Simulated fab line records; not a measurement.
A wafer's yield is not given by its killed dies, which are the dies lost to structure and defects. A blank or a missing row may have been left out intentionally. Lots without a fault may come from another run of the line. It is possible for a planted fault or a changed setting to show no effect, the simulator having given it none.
fab line records	flow n5-finfet
record lots=24	wafers=72	last-day=21
route steps=1938 shown BEOL_M4@1069
lots that met no fault: from a run of the same line without faults
start-h: start of the lot's first displayed wafer, in hours after the record's first day	wait-h: hours from the lot's prior step to this one	" as in the row above	L1.1+2: a row that stands for several wafers	- value missing, or start not given	* or withheld: withheld	< > ~ a bound
route shown NAME@n: NAME is a module with steps in the file, n the number in the route of the first one	usual: mean/standard deviation of fault-free wafers	same: alike in all rows	chamber/n: place in a boat	sites: per-site readings	_std_site: standard deviation of those values	_edge_site: the outer-site mean with the inner-site mean subtracted	radius-mm: how far each site lies from the wafer's centre	mask NAME#n: copy n	behind: the tool/chamber that last shaped the wafer	hold: what put the lot on hold/how long, in hours/how the hold closed	device: the n, p or np transistor that did not switch	end of line: tests of these same wafers at the route's end	for a step that has no rows: nothing shown but its recipe	killed: at the first sort, the dies lost to defects and structure; wafer yield is something else	map: dies across one wafer; x = killed, . = not, _ = none there
set.NAME: the setting as run; set.NAME@STEP: as run at that earlier step	model.NAME: the simulator's own value behind a step, which no gauge read
route steps across a sampled set of lots; one table per step, one row per wafer
services: when a tool's chamber went out of use (start-h, in hours from the record's first day, below 0 if earlier), for how many hours, and the reason
## steps
# step N5_BEOL_M4_STRIP_36
# recipe chemistry=N2/H2	power-w=450	temp-c=40	pressure-mtorr=20	rf-frequency-hz=6e+07	overash-fraction=0.3	bias-power-w=7	h2-frac=0.5	n2-flow-sccm=200	h2-flow-sccm=200
# usual bias-power-w=6.998/0.024	drypump-motor-current-A=6.0/0.39	oes-product-au=0.79/0.077	power-w=450.2/1.2	rf-vpp-V=59.2/1.5	showerhead-plenum-p-Torr=2.57/0.08	temp-c=40.00/0.11	throttle-valve-pct=23.6/0.38
lot.wafer	tool	chamber	start-h	wait-h	bias-power-w	drypump-motor-current-A	oes-product-au	power-w	rf-hours-counter-h	rf-vpp-V	showerhead-plenum-p-Torr	temp-c	throttle-valve-pct
L076.2	rie-diel-01	0	258.76	0.0	7.017	6.2	0.80	450.3	110	61.7	2.70	40.19	24.1
L076.5	"	0	"	"	6.996	6.2	0.80	450.0	-	60.3	2.70	40.03	24.1
L076.6	"	3	"	"	6.995	6.4	0.72	453.2	-	60.6	2.51	40.11	23.3
L074.3	rie-diel-01	0	265.55	0.0	6.999	6.2	0.79	450.3	112	60.3	2.70	39.93	24.1
L074.4	"	3	"	"	6.989	6.4	0.72	452.8	204	59.1	2.51	40.20	23.3
L074.5	"	2	"	"	6.959	5.6	0.71	451.5	-	59.2	2.52	40.33	23.4
L075.1	rie-diel-01	1	269.40	0.0	7.007	5.9	0.95	447.3	10	56.8	2.48	40.13	23.9
L075.4	"	2	"	"	7.012	5.6	0.71	450.6	215	59.8	2.52	39.98	23.4
L075.5	"	0	"	"	7.023	6.2	0.80	450.1	-	59.3	2.70	39.90	24.1
L077.2	rie-diel-01	2	272.26	0.0	7.048	5.6	0.69	449.4	216	57.0	2.52	39.91	23.4
L077.3	"	0	"	"	6.998	6.2	0.79	449.4	114	58.1	2.69	40.07	24.1
L077.6	"	0	"	"	6.991	6.2	0.78	450.2	-	62.4	2.70	40.03	24.1
L078.1	rie-diel-05	0	272.38	0.0	6.996	5.7	0.79	448.8	89	58.3	2.65	39.99	22.9
L078.4	"	1	"	"	6.955	6.2	0.89	447.9	52	59.9	2.70	39.91	24.3
L078.6	"	3	"	"	6.995	6.8	0.83	449.5	-	58.2	2.67	40.17	23.2
L079.2	rie-diel-01	3	276.48	0.0	7.022	6.4	0.72	448.7	208	58.6	2.51	39.83	23.3
L079.3	"	2	"	"	7.002	5.5	0.71	453.6	217	58.8	2.52	40.03	23.4
L079.4	"	0	"	"	6.999	6.2	0.79	451.0	-	61.3	2.69	39.92	24.1
L081.1	rie-diel-05	0	294.63	0.0	7.050	5.7	0.77	450.7	97	61.3	2.64	40.12	22.9
L081.2	"	2	"	"	6.986	5.8	0.80	450.8	89	58.6	2.57	40.03	23.6
L081.6	"	0	"	"	7.045	5.7	0.77	449.5	-	61.5	2.65	40.19	22.9
L080.2	rie-diel-01	2	301.21	0.0	6.993	5.5	0.69	449.1	228	59.6	2.52	40.01	23.4
L080.4	"	3	"	"	6.987	6.4	0.72	450.6	218	59.3	2.51	39.89	23.3
L080.5	"	1	"	"	6.995	5.9	0.92	448.9	-	58.3	2.48	39.96	23.9
L082.1	rie-diel-05	3	301.38	0.0	6.986	6.7	0.81	452.7	69	58.8	2.66	40.21	23.2
L082.3	"	1	"	"	6.958	6.2	0.85	452.3	63	60.3	2.70	40.13	24.3
L082.6	"	2	"	"	6.990	5.8	0.79	450.8	-	58.2	2.57	40.01	23.6
L083.1	rie-diel-01	2	305.32	0.0	7.024	5.5	0.70	449.5	230	61.5	2.52	39.86	23.4
L083.2	"	1	"	"	7.022	5.9	0.91	450.7	19	58.9	2.48	39.79	23.9
L083.5	"	3	"	"	7.008	6.4	0.72	449.8	-	59.5	2.51	39.78	23.4
L085.2	rie-diel-05	1	311.92	0.0	7.002	6.2	0.85	449.1	69	61.6	2.70	40.05	24.3
L085.3	"	3	"	"	7.009	6.7	0.80	448.3	75	58.7	2.66	39.97	23.2
L085.6	"	3	"	"	6.983	6.7	0.81	448.2	-	58.3	2.66	39.90	23.2
L084.1	rie-diel-01	0	318.18	0.0	7.006	6.2	0.77	448.8	134	57.8	2.69	40.16	24.1
L084.3	"	1	"	"	7.011	5.9	0.91	450.6	23	57.5	2.47	39.96	23.9
L084.5	"	3	"	"	6.976	6.4	0.71	450.0	-	57.6	2.50	40.04	23.3
L086.3	rie-diel-01	3	322.68	0.0	7.025	6.4	0.71	451.3	229	57.4	2.50	40.03	23.3
L086.5	"	3	"	"	7.010	6.4	0.71	451.0	-	56.4	2.50	39.97	23.3
L086.6	"	0	"	"	6.966	6.2	0.76	450.6	-	58.6	2.69	39.84	24.1
L089.1	rie-diel-01	0	339.30	0.0	6.954	6.2	0.75	448.8	140	60.2	2.68	39.88	24.1
L089.2	"	3	"	"	7.006	6.4	0.70	449.1	234	59.7	2.50	40.08	23.4
L089.5	"	1	"	"	6.997	5.9	0.90	451.0	-	58.1	2.47	40.08	23.9
L088.1	rie-diel-01	3	343.70	0.0	6.992	6.5	0.70	452.7	236	58.4	2.50	39.93	23.4
L088.5	"	0	"	"	7.027	6.2	0.77	452.3	-	61.2	2.68	40.05	24.2
L088.6	"	1	"	"	7.012	6.0	0.89	449.6	-	58.3	2.47	39.96	23.9
L091.3	rie-diel-04	3	343.79	0.0	6.989	5.7	0.95	449.6	-	57.8	2.59	39.98	23.3
L091.4	"	1	"	"	7.068	6.3	0.87	450.1	-	59.2	2.59	39.99	24.1
L091.6	"	1	"	"	7.034	6.3	0.86	450.8	-	58.9	2.59	40.12	24.1
L087.1	rie-diel-04	3	348.47	0.0	7.016	5.6	0.93	452.5	15	60.8	2.58	40.10	23.3
L087.2	"	2	"	"	6.984	5.7	0.73	450.0	159	56.2	2.52	40.02	23.7
L087.6	"	3	"	"	7.016	5.6	0.94	449.4	-	58.2	2.58	40.11	23.3
L090.2	rie-diel-05	2	353.29	0.0	7.007	5.8	0.79	449.1	113	61.4	2.56	40.25	23.7
L090.3	"	0	"	"	6.994	5.7	0.74	449.7	124	58.2	2.63	40.12	23.0
L090.6	"	3	"	"	6.982	6.7	0.80	450.3	-	58.4	2.65	39.79	23.3
L092.3	rie-diel-01	1	353.53	0.0	6.973	5.9	0.90	450.0	37	59.9	2.47	40.04	23.9
L092.5	"	3	"	"	7.023	6.5	0.71	450.0	-	60.0	2.50	39.82	23.4
L092.6	"	2	"	"	6.975	5.5	0.70	451.1	-	58.1	2.51	40.00	23.4
L093.1	rie-diel-01	3	372.83	0.0	7.004	6.4	0.69	448.1	247	59.2	2.50	40.04	23.4
L093.3	"	0	"	"	6.985	6.2	0.75	449.3	155	58.8	2.68	39.91	24.1
L093.6	"	0	"	"	6.985	6.2	0.76	448.3	-	58.4	2.68	40.05	24.2
L094.1	rie-diel-04	0	381.26	0.0	7.039	5.1	0.87	451.2	44	56.8	2.49	40.06	23.6
L094.3	"	3	"	"	6.995	5.7	0.92	449.8	26	61.8	2.58	40.15	23.3
L094.4	"	1	"	"	6.999	6.3	0.86	449.2	78	58.3	2.59	39.76	24.1
L095.1	rie-diel-05	3	381.30	0.0	6.978	6.7	0.78	450.3	103	61.6	2.65	39.94	23.3
L095.3	"	1	"	"	7.017	6.2	0.81	449.1	98	55.4	2.68	39.88	24.4
L095.6	"	2	"	"	7.054	5.8	0.78	451.0	-	60.2	2.56	39.89	23.7
L096.1	rie-diel-01	2	384.71	0.0	6.968	5.6	0.96	449.1	4	57.5	2.51	39.98	23.3
L096.5	"	1	"	"	7.003	5.9	0.86	450.8	-	58.8	2.46	40.10	23.9
L096.6	"	0	"	"	7.012	6.2	0.74	448.6	-	62.0	2.67	40.06	24.2
L097.2	rie-diel-04	0	397.50	0.0	6.976	5.1	0.86	450.6	50	57.2	2.48	40.20	23.7
L097.3	"	3	"	"	6.979	5.6	0.91	448.5	31	60.2	2.58	40.04	23.3
L097.6	"	0	"	"	6.979	5.1	0.87	450.9	-	60.6	2.48	40.11	23.6
# step N5_BEOL_M4_ALD_84
# recipe material=TaN	target-thk-a=*	temp-c=275	ald-precursor-family=PDMAT	ald-co-reactant=NH3	pressure-torr=3	carrier-flow-sccm=1500	pulse-time-s=2	purge-time-s=3	co-reactant-purge-time-s=2	co-reactant-pulse-time-s=3	ald-cycles=30	precursor-vessel-temp-c=75	precursor-vessel-pressure-torr=26.25	precursor-vessel-carrier-sccm=1000
# usual heater-power-w=437/44
lot.wafer	tool	chamber	start-h	wait-h	heater-power-w
L076.2	ald-metal-04	2	259.65	0.1	466
L076.5	"	1	"	"	405
L076.6	"	0	"	"	515
L074.3	ald-metal-04	0	266.29	0.1	523
L074.4	"	3	"	"	462
L074.5	"	3	"	"	483
L075.1	ald-metal-04	2	270.05	0.0	455
L075.4	"	3	"	"	473
L075.5	"	1	"	"	413
L077.2	ald-metal-02	1	272.89	0.0	474
L077.3	"	3	"	"	443
L077.6	"	2	"	"	397
L078.1	ald-metal-04	0	273.00	0.0	516
L078.4	"	3	"	"	469
L078.6	"	1	"	"	402
L079.2	ald-metal-01	2	277.45	0.1	388
L079.3	"	3	"	"	453
L079.4	"	0	"	"	369
L081.1	ald-metal-04	0	295.20	0.0	502
L081.2	"	3	"	"	467
L081.6	"	3	"	"	447
L080.2	ald-metal-01	2	301.76	0.0	388
L080.4	"	0	"	"	379
L080.5	"	2	"	"	389
L082.1	ald-metal-02	2	301.93	0.1	405
L082.3	"	1	"	"	469
L082.6	"	2	"	"	413
L083.1	ald-metal-01	3	306.03	0.0	454
L083.2	"	0	"	"	383
L083.5	"	3	"	"	462
L085.2	ald-metal-04	2	312.65	0.1	469
L085.3	"	0	"	"	508
L085.6	"	0	"	"	525
L084.1	ald-metal-01	1	319.13	0.0	478
L084.3	"	0	"	"	394
L084.5	"	1	"	"	489
L086.3	ald-metal-02	2	323.37	0.1	388
L086.5	"	2	"	"	400
L086.6	"	1	"	"	481
L089.1	ald-metal-01	1	339.81	0.1	476
L089.2	"	0	"	"	381
L089.5	"	0	"	"	383
L091.3	ald-metal-04	1	344.61	0.0	413
L091.4	"	1	"	"	422
L091.6	"	2	"	"	465
L088.1	ald-metal-01	3	344.80	0.4	456
L088.5	"	2	"	"	376
L088.6	"	3	"	"	454
L087.1	ald-metal-04	1	349.65	0.1	427
L087.2	"	2	"	"	462
L087.6	"	1	"	"	412
L090.2	ald-metal-01	1	354.22	0.1	469
L090.3	"	3	"	"	463
L090.6	"	2	"	"	387
L092.3	ald-metal-04	3	354.50	0.1	466
L092.5	"	2	"	"	457
L092.6	"	1	"	"	406
L093.1	ald-metal-04	2	374.28	0.1	466
L093.3	"	1	"	"	419
L093.6	"	3	"	"	473
L094.1	ald-metal-02	2	382.00	0.1	375
L094.3	"	0	"	"	352
L094.4	"	1	"	"	442
L095.1	ald-metal-04	3	382.23	0.0	470
L095.3	"	2	"	"	466
L095.6	"	2	"	"	463
L096.1	ald-metal-02	0	385.51	0.0	348
L096.5	"	1	"	"	439
L096.6	"	2	"	"	381
L097.2	ald-metal-02	3	398.64	0.0	428
L097.3	"	2	"	"	365
L097.6	"	2	"	"	381
# step N5_BEOL_M4_ANNEAL_49
# recipe temp-c=400	time-s=240	ambient=vacuum
# usual heater-power-w=811/110
# same time-s=240
lot.wafer	tool	chamber	start-h	wait-h	heater-power-w
L076.2	pvd-sputter-01	-	262.11	0.0	711
L076.5	"	-	"	"	994
L076.6	"	-	"	"	767
L074.3	pvd-sputter-03	-	268.19	0.0	983
L074.4	"	-	"	"	769
L074.5	"	-	"	"	990
L075.1	pvd-sputter-02	-	270.85	0.0	690
L075.4	"	-	"	"	763
L075.5	"	-	"	"	1047
L077.2	pvd-sputter-02	-	273.75	0.0	1017
L077.3	"	-	"	"	787
L077.6	"	-	"	"	772
L078.1	pvd-sputter-01	-	275.49	0.0	765
L078.4	"	-	"	"	772
L078.6	"	-	"	"	717
L079.2	pvd-sputter-03	-	278.54	0.0	1001
L079.3	"	-	"	"	773
L079.4	"	-	"	"	858
L081.1	pvd-sputter-02	-	295.79	0.0	759
L081.2	"	-	"	"	682
L081.6	"	-	"	"	800
L080.2	pvd-sputter-03	-	302.42	0.0	771
L080.4	"	-	"	"	857
L080.5	"	-	"	"	754
L082.1	pvd-sputter-01	-	304.09	0.0	706
L082.3	"	-	"	"	764
L082.6	"	-	"	"	781
L083.1	pvd-sputter-02	-	306.91	0.0	695
L083.2	"	-	"	"	1022
L083.5	"	-	"	"	759
L085.2	pvd-sputter-02	-	313.85	0.0	1013
L085.3	"	-	"	"	787
L085.6	"	-	"	"	690
L084.1	pvd-sputter-02	-	319.83	0.0	790
L084.3	"	-	"	"	671
L084.5	"	-	"	"	1036
L086.3	pvd-sputter-01	-	323.97	0.0	772
L086.5	"	-	"	"	785
L086.6	"	-	"	"	767
L089.1	pvd-sputter-01	-	342.02	0.0	759
L089.2	"	-	"	"	748
L089.5	"	-	"	"	753
L091.3	pvd-sputter-03	-	345.36	0.0	997
L091.4	"	-	"	"	888
L091.6	"	-	"	"	788
L088.1	pvd-sputter-01	-	346.86	0.0	762
L088.5	"	-	"	"	685
L088.6	"	-	"	"	1005
L087.1	pvd-sputter-01	-	350.56	0.0	750
L087.2	"	-	"	"	686
L087.6	"	-	"	"	760
L090.2	pvd-sputter-02	-	355.05	0.0	786
L090.3	"	-	"	"	784
L090.6	"	-	"	"	764
L092.3	pvd-sputter-01	-	356.90	0.0	771
L092.5	"	-	"	"	795
L092.6	"	-	"	"	700
L093.1	pvd-sputter-01	-	375.02	0.0	793
L093.3	"	-	"	"	766
L093.6	"	-	"	"	780
L094.1	pvd-sputter-01	-	382.90	0.0	772
L094.3	"	-	"	"	697
L094.4	"	-	"	"	1004
L095.1	pvd-sputter-03	-	383.09	0.0	758
L095.3	"	-	"	"	964
L095.6	"	-	"	"	958
L096.1	pvd-sputter-03	-	386.27	0.0	763
L096.5	"	-	"	"	778
L096.6	"	-	"	"	875
L097.2	pvd-sputter-01	-	399.46	0.0	696
L097.3	"	-	"	"	1011
L097.6	"	-	"	"	762
# step N5_BEOL_M4_SPUTTER_81
# recipe material=Cu	target-thk-a=45	temp-c=-20	chamber-pressure-pa=0.07	power-w=withheld	time-s=8.29
# usual throttle-valve-pct=30.2/1.2
# same time-s=8.29
lot.wafer	tool	chamber	start-h	wait-h	throttle-valve-pct
L076.2	pvd-sputter-01	-	262.47	0.1	30.0
L076.5	"	-	"	"	31.8
L076.6	"	-	"	"	31.5
L074.3	pvd-sputter-03	-	268.55	0.1	29.9
L074.4	"	-	"	"	28.2
L074.5	"	-	"	"	29.9
L075.1	pvd-sputter-02	-	271.21	0.1	28.9
L075.4	"	-	"	"	30.3
L075.5	"	-	"	"	30.4
L077.2	pvd-sputter-02	-	274.11	0.1	30.7
L077.3	"	-	"	"	30.4
L077.6	"	-	"	"	30.4
L078.1	pvd-sputter-01	-	275.85	0.1	31.6
L078.4	"	-	"	"	28.9
L078.6	"	-	"	"	31.6
L079.2	pvd-sputter-03	-	278.90	0.1	30.1
L079.3	"	-	"	"	29.0
L079.4	"	-	"	"	32.0
L081.1	pvd-sputter-02	-	296.15	0.1	30.4
L081.2	"	-	"	"	28.8
L081.6	"	-	"	"	30.6
L080.2	pvd-sputter-03	-	302.78	0.1	28.9
L080.4	"	-	"	"	31.7
L080.5	"	-	"	"	29.1
L082.1	pvd-sputter-01	-	304.45	0.1	30.0
L082.3	"	-	"	"	31.5
L082.6	"	-	"	"	28.7
L083.1	pvd-sputter-02	-	307.27	0.1	28.9
L083.2	"	-	"	"	30.7
L083.5	"	-	"	"	30.1
L085.2	pvd-sputter-02	-	314.21	0.1	30.4
L085.3	"	-	"	"	30.3
L085.6	"	-	"	"	29.0
L084.1	pvd-sputter-02	-	320.19	0.1	30.7
L084.3	"	-	"	"	29.1
L084.5	"	-	"	"	30.5
L086.3	pvd-sputter-01	-	324.33	0.1	28.7
L086.5	"	-	"	"	28.8
L086.6	"	-	"	"	31.5
L089.1	pvd-sputter-01	-	342.38	0.1	28.7
L089.2	"	-	"	"	31.7
L089.5	"	-	"	"	31.6
L091.3	pvd-sputter-03	-	345.72	0.1	30.0
L091.4	"	-	"	"	32.0
L091.6	"	-	"	"	28.6
L088.1	pvd-sputter-01	-	347.22	0.1	31.6
L088.5	"	-	"	"	29.9
L088.6	"	-	"	"	32.1
L087.1	pvd-sputter-01	-	350.92	0.1	31.6
L087.2	"	-	"	"	29.9
L087.6	"	-	"	"	29.1
L090.2	pvd-sputter-02	-	355.41	0.1	30.4
L090.3	"	-	"	"	30.5
L090.6	"	-	"	"	30.8
L092.3	pvd-sputter-01	-	357.26	0.1	31.2
L092.5	"	-	"	"	29.1
L092.6	"	-	"	"	30.1
L093.1	pvd-sputter-01	-	375.38	0.1	28.4
L093.3	"	-	"	"	31.7
L093.6	"	-	"	"	31.6
L094.1	pvd-sputter-01	-	383.26	0.1	31.7
L094.3	"	-	"	"	30.2
L094.4	"	-	"	"	32.0
L095.1	pvd-sputter-03	-	383.45	0.1	28.2
L095.3	"	-	"	"	29.9
L095.6	"	-	"	"	30.1
L096.1	pvd-sputter-03	-	386.63	0.1	28.5
L096.5	"	-	"	"	28.5
L096.6	"	-	"	"	32.0
L097.2	pvd-sputter-01	-	399.82	0.1	30.0
L097.3	"	-	"	"	32.1
L097.6	"	-	"	"	31.7
# step N5_BEOL_M4_ANNEAL_91
# recipe temp-c=400	time-s=240	ambient=vacuum
# usual heater-power-w=811/110
# same time-s=240
lot.wafer	tool	chamber	start-h	wait-h	heater-power-w
L076.2	pvd-sputter-01	-	263.21	0.0	697
L076.5	"	-	"	"	1011
L076.6	"	-	"	"	763
L074.3	pvd-sputter-03	-	269.29	0.0	983
L074.4	"	-	"	"	753
L074.5	"	-	"	"	984
L075.1	pvd-sputter-02	-	271.95	0.0	688
L075.4	"	-	"	"	755
L075.5	"	-	"	"	1023
L077.2	pvd-sputter-02	-	274.85	0.0	1024
L077.3	"	-	"	"	783
L077.6	"	-	"	"	764
L078.1	pvd-sputter-01	-	276.59	0.0	769
L078.4	"	-	"	"	768
L078.6	"	-	"	"	758
L079.2	pvd-sputter-03	-	279.64	0.0	980
L079.3	"	-	"	"	759
L079.4	"	-	"	"	857
L081.1	pvd-sputter-02	-	296.89	0.0	783
L081.2	"	-	"	"	696
L081.6	"	-	"	"	784
L080.2	pvd-sputter-03	-	303.52	0.0	771
L080.4	"	-	"	"	855
L080.5	"	-	"	"	787
L082.1	pvd-sputter-01	-	305.19	0.0	706
L082.3	"	-	"	"	744
L082.6	"	-	"	"	768
L083.1	pvd-sputter-02	-	308.01	0.0	688
L083.2	"	-	"	"	1000
L083.5	"	-	"	"	757
L085.2	pvd-sputter-02	-	314.95	0.0	1019
L085.3	"	-	"	"	788
L085.6	"	-	"	"	694
L084.1	pvd-sputter-02	-	320.93	0.0	790
L084.3	"	-	"	"	687
L084.5	"	-	"	"	1037
L086.3	pvd-sputter-01	-	325.07	0.0	773
L086.5	"	-	"	"	777
L086.6	"	-	"	"	745
L089.1	pvd-sputter-01	-	343.12	0.0	775
L089.2	"	-	"	"	776
L089.5	"	-	"	"	771
L091.3	pvd-sputter-03	-	346.46	0.0	980
L091.4	"	-	"	"	868
L091.6	"	-	"	"	771
L088.1	pvd-sputter-01	-	347.96	0.0	773
L088.5	"	-	"	"	707
L088.6	"	-	"	"	1023
L087.1	pvd-sputter-01	-	351.66	0.0	752
L087.2	"	-	"	"	677
L087.6	"	-	"	"	808
L090.2	pvd-sputter-02	-	356.15	0.0	779
L090.3	"	-	"	"	766
L090.6	"	-	"	"	765
L092.3	pvd-sputter-01	-	358.00	0.0	760
L092.5	"	-	"	"	756
L092.6	"	-	"	"	688
L093.1	pvd-sputter-01	-	376.12	0.0	771
L093.3	"	-	"	"	757
L093.6	"	-	"	"	768
L094.1	pvd-sputter-01	-	384.00	0.0	752
L094.3	"	-	"	"	701
L094.4	"	-	"	"	1031
L095.1	pvd-sputter-03	-	384.19	0.0	766
L095.3	"	-	"	"	953
L095.6	"	-	"	"	996
L096.1	pvd-sputter-03	-	387.37	0.0	758
L096.5	"	-	"	"	769
L096.6	"	-	"	"	866
L097.2	pvd-sputter-01	-	400.56	0.0	676
L097.3	"	-	"	"	1015
L097.6	"	-	"	"	733
# step N5_BEOL_M4_SPUTTER_92
# recipe material=Cu	target-thk-a=45	temp-c=-20	chamber-pressure-pa=0.07	power-w=withheld	time-s=8.29
# usual throttle-valve-pct=30.1/1.2
# same time-s=8.29
lot.wafer	tool	chamber	start-h	wait-h	throttle-valve-pct
L076.2	pvd-sputter-01	-	263.35	0.1	30.0
L076.5	"	-	"	"	31.8
L076.6	"	-	"	"	31.4
L074.3	pvd-sputter-03	-	269.43	0.1	30.3
L074.4	"	-	"	"	28.4
L074.5	"	-	"	"	30.0
L075.1	pvd-sputter-02	-	272.09	0.1	28.8
L075.4	"	-	"	"	30.3
L075.5	"	-	"	"	30.8
L077.2	pvd-sputter-02	-	274.99	0.1	30.8
L077.3	"	-	"	"	30.2
L077.6	"	-	"	"	30.3
L078.1	pvd-sputter-01	-	276.73	0.1	31.8
L078.4	"	-	"	"	28.7
L078.6	"	-	"	"	31.6
L079.2	pvd-sputter-03	-	279.78	0.1	29.8
L079.3	"	-	"	"	28.7
L079.4	"	-	"	"	32.0
L081.1	pvd-sputter-02	-	297.03	0.1	30.3
L081.2	"	-	"	"	28.9
L081.6	"	-	"	"	30.3
L080.2	pvd-sputter-03	-	303.66	0.1	28.9
L080.4	"	-	"	"	32.1
L080.5	"	-	"	"	29.0
L082.1	pvd-sputter-01	-	305.33	0.1	30.1
L082.3	"	-	"	"	31.8
L082.6	"	-	"	"	28.9
L083.1	pvd-sputter-02	-	308.15	0.1	29.0
L083.2	"	-	"	"	30.7
L083.5	"	-	"	"	30.3
L085.2	pvd-sputter-02	-	315.09	0.1	30.9
L085.3	"	-	"	"	30.5
L085.6	"	-	"	"	28.9
L084.1	pvd-sputter-02	-	321.07	0.1	30.6
L084.3	"	-	"	"	29.2
L084.5	"	-	"	"	30.7
L086.3	pvd-sputter-01	-	325.21	0.1	28.6
L086.5	"	-	"	"	28.6
L086.6	"	-	"	"	31.5
L089.1	pvd-sputter-01	-	343.26	0.1	28.5
L089.2	"	-	"	"	31.7
L089.5	"	-	"	"	31.5
L091.3	pvd-sputter-03	-	346.60	0.1	30.1
L091.4	"	-	"	"	31.8
L091.6	"	-	"	"	28.2
L088.1	pvd-sputter-01	-	348.10	0.1	31.7
L088.5	"	-	"	"	30.0
L088.6	"	-	"	"	31.8
L087.1	pvd-sputter-01	-	351.80	0.1	31.5
L087.2	"	-	"	"	30.1
L087.6	"	-	"	"	28.8
L090.2	pvd-sputter-02	-	356.29	0.1	30.3
L090.3	"	-	"	"	30.3
L090.6	"	-	"	"	30.6
L092.3	pvd-sputter-01	-	358.14	0.1	31.7
L092.5	"	-	"	"	28.7
L092.6	"	-	"	"	30.2
L093.1	pvd-sputter-01	-	376.26	0.1	28.6
L093.3	"	-	"	"	31.4
L093.6	"	-	"	"	31.5
L094.1	pvd-sputter-01	-	384.14	0.1	31.4
L094.3	"	-	"	"	30.0
L094.4	"	-	"	"	31.9
L095.1	pvd-sputter-03	-	384.33	0.1	28.7
L095.3	"	-	"	"	30.0
L095.6	"	-	"	"	29.9
L096.1	pvd-sputter-03	-	387.51	0.1	28.1
L096.5	"	-	"	"	28.2
L096.6	"	-	"	"	32.0
L097.2	pvd-sputter-01	-	400.70	0.1	30.0
L097.3	"	-	"	"	31.8
L097.6	"	-	"	"	31.6
## services
tool	chamber	start-h	hours	kind
rie-diel-05	0	250.34	11.5	repair
pvd-sputter-02	-	256.23	2.3	repair
rie-diel-05	0	265.71	1.2	repair
rie-diel-01	1	271.01	14.9	repair
ald-metal-01	-	287.10	10.4	repair
rie-diel-04	-	287.48	28.1	pm
rie-diel-01	1	310.36	2.1	repair
ald-metal-01	0	314.89	2.4	repair
ald-metal-04	-	336.50	4.3	pm
ald-metal-02	-	337.25	14.0	pm
ald-metal-02	0	337.25	14.0	vent-cycle
ald-metal-02	1	337.25	14.0	vent-cycle
rie-diel-04	2	339.41	7.8	repair
ald-metal-04	0	344.43	36.9	repair
rie-diel-01	2	354.43	-	clean
rie-diel-01	2	354.43	-	consumable-replace:focus-ring
rie-diel-01	2	354.43	23.2	scheduled-down
rie-diel-01	2	354.43	23.2	vent-cycle
rie-diel-05	0	359.21	8.0	repair
ald-metal-04	1	362.12	-	calibration
rie-diel-01	3	377.91	-	clean
rie-diel-01	3	377.91	-	consumable-replace:focus-ring
rie-diel-01	3	377.91	30.8	scheduled-down
rie-diel-01	3	377.91	30.8	vent-cycle
## key
fault none
